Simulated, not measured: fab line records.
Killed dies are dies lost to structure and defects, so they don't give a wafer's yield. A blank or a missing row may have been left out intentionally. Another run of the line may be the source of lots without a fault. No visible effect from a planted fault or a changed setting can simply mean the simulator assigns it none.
Which tool was responsible? / flow nandHarc / 11 lots with 33 wafers sampled at 5 steps, on a route of 1159 steps

== WHAT THE GAUGES SHOWED, per wafer ==
NHARC_P_GATE_INSPECT_68.
lot=L623; measured=day 5 09:59; on=defectInspect-02; rawDefectCount=232 195 246
lot=L624; measured=day 5 20:38; on=defectInspect-02; rawDefectCount=234 140 126
lot=L625; measured=day 6 08:23; on=defectInspect-01; rawDefectCount=215 127 438
lot=L626; measured=day 6 20:22; on=defectInspect-01; rawDefectCount=135 154 203
lot=L627; measured=day 6 20:29; on=defectInspect-02; rawDefectCount=120 121 170
lot=L635; measured=day 9 09:14; on=defectInspect-01; rawDefectCount=1322 1376 1427
lot=L636; measured=day 9 15:02; on=defectInspect-01; rawDefectCount=1379 1626 1524
lot=L640; measured=day 9 22:55; on=defectInspect-02; rawDefectCount=324 302 306
lot=L639; measured=day 10 07:32; on=defectInspect-01; rawDefectCount=224 481 277
lot=L642; measured=day 10 12:28; on=defectInspect-01; rawDefectCount=235 227 176
lot=L644; measured=day 10 17:47; on=defectInspect-01; rawDefectCount=278 205 241

== WHAT TOOL EACH LOT RAN ON (gives the tool, then ch and the chambers of the sampled wafers, and finally the start) ==
lot=L623; NHARC_P_GATE_STRIP_75=plasmaAsher-02 ch 0,1, day 5 04:03; NHARC_P_GATE_STRIP_113=plasmaAsher-02 ch 0,1, day 5 07:40; NHARC_P_GATE_RTA_64=rtpAnneal-02 ch 0, day 5 08:46; NHARC_P_GATE_SPUTTER_79=pvdSputter-01, day 5 09:11
lot=L624; NHARC_P_GATE_STRIP_75=plasmaAsher-01 ch 0,1, day 5 14:37; NHARC_P_GATE_STRIP_113=plasmaAsher-02 ch 0,1, day 5 17:54; NHARC_P_GATE_RTA_64=rtpAnneal-02 ch 0, day 5 19:12; NHARC_P_GATE_SPUTTER_79=pvdSputter-03, day 5 19:42
lot=L625; NHARC_P_GATE_STRIP_75=plasmaAsher-02 ch 0,1, day 6 02:25; NHARC_P_GATE_STRIP_113=plasmaAsher-01 ch 0,1, day 6 05:31; NHARC_P_GATE_RTA_64=rtpAnneal-01 ch 0, day 6 07:06; NHARC_P_GATE_SPUTTER_79=pvdSputter-03, day 6 07:36
lot=L626; NHARC_P_GATE_STRIP_75=plasmaAsher-02 ch 0,1, day 6 14:11; NHARC_P_GATE_STRIP_113=plasmaAsher-01 ch 0,1, day 6 17:29; NHARC_P_GATE_RTA_64=rtpAnneal-02 ch 0, day 6 18:47; NHARC_P_GATE_SPUTTER_79=pvdSputter-01, day 6 19:16
lot=L627; NHARC_P_GATE_STRIP_75=plasmaAsher-01 ch 0,1, day 6 14:34; NHARC_P_GATE_STRIP_113=plasmaAsher-02 ch 0,1, day 6 17:53; NHARC_P_GATE_RTA_64=rtpAnneal-01 ch 0, day 6 19:10; NHARC_P_GATE_SPUTTER_79=pvdSputter-01, day 6 19:38
lot=L635; NHARC_P_GATE_STRIP_75=plasmaAsher-01 ch 0,1, day 9 03:00; NHARC_P_GATE_STRIP_113=plasmaAsher-02 ch 0,1, day 9 06:41; NHARC_P_GATE_RTA_64=rtpAnneal-02 ch 0, day 9 07:58; NHARC_P_GATE_SPUTTER_79=pvdSputter-01, day 9 08:28
lot=L636; NHARC_P_GATE_STRIP_75=plasmaAsher-02 ch 0,1, day 9 09:23; NHARC_P_GATE_STRIP_113=plasmaAsher-02 ch 0,1, day 9 12:27; NHARC_P_GATE_RTA_64=rtpAnneal-02 ch 0, day 9 13:48; NHARC_P_GATE_SPUTTER_79=pvdSputter-01, day 9 14:15
lot=L640; NHARC_P_GATE_STRIP_75=plasmaAsher-01 ch 0,1, day 9 17:02; NHARC_P_GATE_STRIP_113=plasmaAsher-02 ch 0,1, day 9 20:21; NHARC_P_GATE_RTA_64=rtpAnneal-01 ch 0, day 9 21:39; NHARC_P_GATE_SPUTTER_79=pvdSputter-03, day 9 22:08
lot=L639; NHARC_P_GATE_STRIP_75=plasmaAsher-02 ch 0,1, day 10 01:46; NHARC_P_GATE_STRIP_113=plasmaAsher-01 ch 0,1, day 10 04:50; NHARC_P_GATE_RTA_64=rtpAnneal-01 ch 0, day 10 06:06; NHARC_P_GATE_SPUTTER_79=pvdSputter-03, day 10 06:34
lot=L642; NHARC_P_GATE_STRIP_75=plasmaAsher-02 ch 0,1, day 10 06:46; NHARC_P_GATE_STRIP_113=plasmaAsher-02 ch 0,1, day 10 10:09; NHARC_P_GATE_RTA_64=rtpAnneal-01 ch 0, day 10 11:15; NHARC_P_GATE_SPUTTER_79=pvdSputter-02, day 10 11:41
lot=L644; NHARC_P_GATE_STRIP_75=plasmaAsher-01 ch 0,1, day 10 12:06; NHARC_P_GATE_STRIP_113=plasmaAsher-01 ch 1, day 10 15:12; NHARC_P_GATE_RTA_64=rtpAnneal-01 ch 0, day 10 16:28; NHARC_P_GATE_SPUTTER_79=pvdSputter-02, day 10 16:58
- NHARC_P_GATE_STRIP_75: strips in O2.
- NHARC_P_GATE_STRIP_113: strips in N2/H2, time 740 s.
- NHARC_P_GATE_RTA_64: time 1 s.
- NHARC_P_GATE_SPUTTER_79: material TiN, target thk 10 nm.

== THE ANSWER, worked out from the rows above alone ==
Rule: the usual values come from the lots themselves. The widest of any qualifying gaps counts: lots, ordered by their means at a reading, are off when they make up no more than a third of the lots, leave a main group of 4 or more, and stand apart from it by 3 or more times the standard deviation of that group's means. The tables above print the reading to a certain number of digits; a main group whose means all agree to those digits is not used. Also off: a lot with no number at a reading for which 4 or more lots have one. All remaining lots with rows at the step are treated as sound.
Off, at NHARC_P_GATE_INSPECT_68 on rawDefectCount: L635, L636. Mean 227 and standard deviation 62 in the main group.
If a tool, at a process step before that reading, ran all the lots that are off and no sound lot after the first of them, it fits. Those tools and the gauges at NHARC_P_GATE_INSPECT_68 are tried in the same way. Undecided on this evidence; 2 tools fit (rtpAnneal-02 at NHARC_P_GATE_RTA_64, pvdSputter-01 at NHARC_P_GATE_SPUTTER_79).

== WHAT THE SIMULATOR HAD PUT IN ==
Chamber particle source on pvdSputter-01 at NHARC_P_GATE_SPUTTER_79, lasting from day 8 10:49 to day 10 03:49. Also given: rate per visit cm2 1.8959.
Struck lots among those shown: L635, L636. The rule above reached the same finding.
